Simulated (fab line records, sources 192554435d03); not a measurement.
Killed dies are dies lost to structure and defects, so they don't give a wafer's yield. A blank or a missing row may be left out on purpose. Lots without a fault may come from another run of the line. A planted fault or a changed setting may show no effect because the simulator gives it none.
Chamber matching | flow n5_finfet | N5_BEOL_M10_ETCH_65 on rie_diel-04: 4 sister chambers
The step etches SiARC in CF4, target depth 39 nm, time 65 s. 4 wafers are shown with their chamber, then 10 later ones without.

WAFERS WITH THEIR CHAMBER
wafer  | chamber | drypump_motor_current_A (A)
L083.4 | 0       | 6.4
L085.2 | 3       | 6.5
L088.2 | 1       | 5.3
L088.4 | 2       | 5.4

WAFERS WITHOUT THEIR CHAMBER
wafer  | drypump_motor_current_A (A)
L088.5 | 5.3
L092.1 | 5.5
L092.2 | 6.5
L092.5 | 5.3
L096.1 | 5.4
L096.2 | 5.3
L096.3 | 6.4
L095.1 | 6.4
L095.2 | 5.3
L095.4 | 5.4

WHICH CHAMBER EACH WENT THROUGH
wafer  | from the rows above | in truth
L088.5 | 1                   | 1
L092.1 | 2                   | 2
L092.2 | 3                   | 3
L092.5 | 1                   | 1
L096.1 | 2                   | 2
L096.2 | 1                   | 1
L096.3 | 0                   | 0
L095.1 | 0                   | 0
L095.2 | 1                   | 1
L095.4 | 2                   | 2
Placed correctly: 10 of 10. Can't be placed from these rows: 0. Placed wrongly: 0.
How it was worked out, from the rows above alone: a wafer's distance from a chamber is the root of the sum, over the readings, of the square of ((its reading less the chamber's mean) divided by the reading's scatter). The wafer belongs to the nearest chamber; if the next one is less than 2 further off, it can't be placed. A chamber's mean is the mean of its shown wafers. The scatter: with one shown wafer a chamber, the root of the mean of the squares of how far each hidden wafer lies from its nearest shown one.
